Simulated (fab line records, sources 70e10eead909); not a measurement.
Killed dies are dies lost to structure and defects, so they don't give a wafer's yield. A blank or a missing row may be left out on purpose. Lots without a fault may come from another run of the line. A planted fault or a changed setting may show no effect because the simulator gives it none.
Which tool did it? | flow nand_harc | 13 lots, 38 wafers sampled, at 5 steps of a route of 1302

WHAT THE GAUGES READ, wafer by wafer
NHARC_END_SORT_01. Usual: killed_at_array 59, standard deviation 20; killed_at_other 0.8, standard deviation 1.2; killed_at_periphery 3.5, standard deviation 2.2; killed_dies 63, standard deviation 20; killed_open 3.3, standard deviation 1.8; killed_short 2.6, standard deviation 1.7.
lot  | measured     | on        | killed_at_array | killed_at_other | killed_at_periphery | killed_dies | killed_open | killed_short | flag
L773 | day 27 18:38 | prober-01 | 39 28 673       | 0 0 0           | 0 2 4               | 39 30 677   | 3 5 4       | 6 2 7        | OFF
L775 | day 29 01:03 | prober-02 | 669 673         | 3 0             | 5 4                 | 677 677     | 8 2         | 1 3          | OFF

WHICH TOOL RAN EACH LOT (tool, then ch and the chambers of the sampled wafers, then the start)
lot  | NHARC_A_CHANNEL_HOLE_D2_ETCH_26  | NHARC_A_CHANNEL_FILL_D2_ETCHBACK_20 | NHARC_A_CHANNEL_FILL_D2_ETCHBACK_08           | NHARC_A_CHANNEL_FILL_D2_RTA_24
L765 | har_etch-02 ch 0,1, day 13 02:01 | rie_diel-04 ch 0,1,3, day 14 01:24  | rie_diel-04 ch 2,3, day 15 02:11 or earlier   | rtp_anneal-02 ch 0, day 15 02:11
L766 | har_etch-01 ch 0,1, day 13 17:15 | rie_diel-04 ch 1,2, day 14 20:22    | rie_diel-10 ch 0,2,3, day 15 20:20 or earlier | rtp_anneal-02 ch 0, day 15 20:20
L767 | har_etch-02 ch 1, day 14 16:25   | rie_diel-10 ch 2,3, day 15 19:42    | rie_diel-04 ch 0,2, day 16 19:16 or earlier   | rtp_anneal-02 ch 0, day 16 19:16
L768 | har_etch-01 ch 0,1, day 14 23:30 | rie_diel-12 ch 1,2, day 16 01:58    | rie_diel-12 ch 0,2, day 17 01:12 or earlier   | rtp_anneal-02 ch 0, day 17 01:12
L771 | har_etch-02 ch 0,1, day 15 21:52 | rie_diel-10 ch 2,3, day 17 00:19    | rie_diel-10 ch 0,1, day 18 00:17 or earlier   | rtp_anneal-02 ch 0, day 18 00:17
L773 | har_etch-01 ch 0,1, day 17 00:55 | rie_diel-10 ch 1,2,3, day 18 05:54  | rie_diel-10 ch 0,1,2, day 19 05:19 or earlier | rtp_anneal-02 ch 0, day 19 05:19
L775 | har_etch-01 ch 1, day 17 21:25   | rie_diel-10 ch 1,2, day 19 03:46    | rie_diel-04 ch 3, day 20 03:19 or earlier     | rtp_anneal-01 ch 0, day 20 03:19
L781 | har_etch-01 ch 0, day 19 20:43   | rie_diel-04 ch 0,2,3, day 20 22:27  | rie_diel-10 ch 0,3, day 21 21:35 or earlier   | rtp_anneal-01 ch 0, day 21 21:35
L782 | har_etch-02 ch 0,1, day 20 14:11 | rie_diel-12 ch 0,2,3, day 21 18:10  | rie_diel-12 ch 1,2,3, day 22 18:01 or earlier | rtp_anneal-01 ch 0, day 22 18:01
L784 | har_etch-01 ch 0,1, day 21 08:14 | rie_diel-04 ch 0,1,3, day 22 10:58  | rie_diel-10 ch 0,1,2, day 23 11:23 or earlier | rtp_anneal-01 ch 0, day 23 11:23
L785 | har_etch-02 ch 0,1, day 22 03:04 | rie_diel-12 ch 1,3, day 23 05:17    | rie_diel-04 ch 2,3, day 24 05:00 or earlier   | rtp_anneal-01 ch 0, day 24 05:00
L787 | har_etch-02 ch 0,1, day 22 15:31 | rie_diel-04 ch 0,3, day 23 18:02    | rie_diel-10 ch 0,2, day 24 17:50 or earlier   | rtp_anneal-01 ch 0, day 24 17:50
L788 | har_etch-01 ch 1, day 23 13:55   | rie_diel-10 ch 0,2, day 24 15:52    | rie_diel-04 ch 1,2, day 25 22:23 or earlier   | rtp_anneal-02 ch 0, day 25 22:23
- NHARC_A_CHANNEL_HOLE_D2_ETCH_26: etches the open film in C4F8/O2/Ar, time 224.1 s, target depth 300 nm.
- NHARC_A_CHANNEL_FILL_D2_ETCHBACK_20: etches the open film in C4F8/O2/Ar, target depth 27 nm, time 13.5 s.
- NHARC_A_CHANNEL_FILL_D2_ETCHBACK_08: etches the open film in C4F8, target depth 220 nm, time 110 s.
- NHARC_A_CHANNEL_FILL_D2_RTA_24: time 5 s.

WHAT THE TOOLS THEMSELVES READ (means of the sampled wafers that have a number; where no wafer has one, the mark that the record gives instead)
NHARC_A_CHANNEL_HOLE_D2_ETCH_26. Usual: drypump_motor_current_A 5.5 A, standard deviation 0.45; showerhead_plenum_p_Torr 3.66 Torr, standard deviation 0.16; throttle_valve_pct 24.584 %, standard deviation 0.0098.
lot  | tool        | drypump_motor_current_A (A) | showerhead_plenum_p_Torr (Torr) | throttle_valve_pct (%) | flag
L765 | har_etch-02 | 5.3                         | 3.51                            | 24.587                 |
L766 | har_etch-01 | 5.9                         | 3.67                            | 24.592                 |
L767 | har_etch-02 | 5.5                         | 3.42                            | 24.585                 |
L768 | har_etch-01 | 5.7                         | 3.60                            | 24.575                 |
L771 | har_etch-02 | 5.3                         | 3.88                            | 24.589                 |
L773 | har_etch-01 | 6.0                         | 3.65                            | 24.584                 |
L775 | har_etch-01 | 6.2                         | 3.70                            | 24.583                 |
L781 | har_etch-01 | 5.5                         | 3.49                            | 24.589                 |
L782 | har_etch-02 | 5.1                         | 3.74                            | 24.587                 |
L784 | har_etch-01 | 6.0                         | 3.61                            | 24.575                 |
L785 | har_etch-02 | 5.1                         | 3.73                            | 24.585                 |
L787 | har_etch-02 | 5.1                         | 3.72                            | 24.581                 |
L788 | har_etch-01 | 6.2                         | 3.65                            | 24.576                 |

NHARC_A_CHANNEL_FILL_D2_ETCHBACK_20. Usual: oes_product_au 0.990 a.u., standard deviation 0.025; rf_vpp_V 978 V, standard deviation 4.9; run_length_s 34.7 s, standard deviation 0.38.
lot  | tool        | oes_product_au (a.u.) | rf_vpp_V (V) | run_length_s (s) | flag
L765 | rie_diel-04 | 0.964                 | 981          | 34.6             |
L766 | rie_diel-04 | 1.006                 | 983          | 34.5             |
L767 | rie_diel-10 | 1.012                 | 977          | 34.9             |
L768 | rie_diel-12 | 1.008                 | 978          | 34.3             |
L771 | rie_diel-10 | 1.003                 | 977          | 34.8             |
L773 | rie_diel-10 | 0.996                 | 975          | 32.0             | OFF
L775 | rie_diel-10 | 0.992                 | 976          | 26.4             | OFF
L781 | rie_diel-04 | 1.003                 | 979          | 34.6             |
L782 | rie_diel-12 | 1.005                 | 976          | 34.5             |
L784 | rie_diel-04 | 0.973                 | 981          | 34.4             |
L785 | rie_diel-12 | 1.001                 | 971          | 34.4             |
L787 | rie_diel-04 | 1.005                 | 981          | 34.4             |
L788 | rie_diel-10 | 1.002                 | 981          | 35.3             |

NHARC_A_CHANNEL_FILL_D2_ETCHBACK_08. Usual: oes_product_au 0.96 a.u., standard deviation 0.034; rf_vpp_V 440.9 V, standard deviation 2.3; run_length_s 131.4 s, standard deviation 0.42.
lot  | tool        | oes_product_au (a.u.) | rf_vpp_V (V) | run_length_s (s) | flag
L765 | rie_diel-04 | 0.94                  | 441.3        | 131.3            |
L766 | rie_diel-10 | 0.93                  | 441.3        | 131.7            |
L767 | rie_diel-04 | 1.00                  | 439.8        | 131.4            |
L768 | rie_diel-12 | 0.94                  | 440.8        | 131.1            |
L771 | rie_diel-10 | 0.93                  | 441.1        | 131.8            |
L773 | rie_diel-10 | 0.99                  | 440.2        | 131.8            |
L775 | rie_diel-04 | 1.01                  | 443.1        | 131.0            |
L781 | rie_diel-10 | 1.00                  | 440.0        | 131.7            |
L782 | rie_diel-12 | 0.93                  | 439.2        | 130.9            |
L784 | rie_diel-10 | 0.93                  | 440.3        | 131.5            |
L785 | rie_diel-04 | 1.00                  | 443.1        | 131.4            |
L787 | rie_diel-10 | 0.98                  | 442.7        | 131.8            |
L788 | rie_diel-04 | 0.91                  | 442.8        | 131.0            |

NHARC_A_CHANNEL_FILL_D2_RTA_24. Usual: lamp_power_pct 32 %, standard deviation 5; lamp_zone_3_pct 32 %, standard deviation 5; wafer_temp_C_max 1005.2, standard deviation 0.97.
lot  | tool          | lamp_power_pct (%) | lamp_zone_3_pct (%) | wafer_temp_C_max | flag
L765 | rtp_anneal-02 | 36                 | 36                  | 1005.4           |
L766 | rtp_anneal-02 | 36                 | 37                  | 1006.2           |
L767 | rtp_anneal-02 | 37                 | 37                  | 1005.5           |
L768 | rtp_anneal-02 | 36                 | 37                  | 1005.7           |
L771 | rtp_anneal-02 | 36                 | 36                  | 1006.0           |
L773 | rtp_anneal-02 | 36                 | 36                  | 1005.4           |
L775 | rtp_anneal-01 | 26                 | 26                  | 1006.2           |
L781 | rtp_anneal-01 | 26                 | 26                  | 1004.5           |
L782 | rtp_anneal-01 | 26                 | 26                  | 1005.0           |
L784 | rtp_anneal-01 | 26                 | 26                  | 1005.1           |
L785 | rtp_anneal-01 | 26                 | 26                  | 1004.1           |
L787 | rtp_anneal-01 | 26                 | 26                  | 1005.0           |
L788 | rtp_anneal-02 | 37                 | 36                  | 1006.0           |

THE ANSWER, worked out from the rows above alone
Rule: a lot is off if the mean of its wafers that have a number lies more than 3 standard deviations from the usual mean. A lot without any number at a reading at which 4 lots or more have one is off too. The other lots that the step has rows for count as sound. The gauges are gone through in route order, then the tools' own readings, and for those a lot's mean is taken as printed above. The first step at which some lot is off is used, and at that step the reading that is off furthest; a lot without a number counts as furthest.
Off: L773, L775, at NHARC_END_SORT_01 (killed_dies). Neither off nor sound, because the step has no rows for them: L765, L766, L767, L768, L771, L781, L782, L784, L785, L787, L788.
A tool fits if, at a process step before that reading, it ran every lot that is off, and no sound lot after the first of them. The gauges at NHARC_END_SORT_01 aren't tried: what is off there is off at NHARC_A_CHANNEL_FILL_D2_ETCHBACK_20 too, on other tools, and a gauge's error can't cause that. NHARC_A_CHANNEL_FILL_D2_ETCHBACK_08 gives no start for some lots, so the hours and the order of its lots are those of NHARC_A_CHANNEL_FILL_D2_RTA_24. Can't be told from this: 2 tools fit, har_etch-01 at NHARC_A_CHANNEL_HOLE_D2_ETCH_26, rie_diel-10 at NHARC_A_CHANNEL_FILL_D2_ETCHBACK_20.

WHAT THE SIMULATOR HAD PUT IN
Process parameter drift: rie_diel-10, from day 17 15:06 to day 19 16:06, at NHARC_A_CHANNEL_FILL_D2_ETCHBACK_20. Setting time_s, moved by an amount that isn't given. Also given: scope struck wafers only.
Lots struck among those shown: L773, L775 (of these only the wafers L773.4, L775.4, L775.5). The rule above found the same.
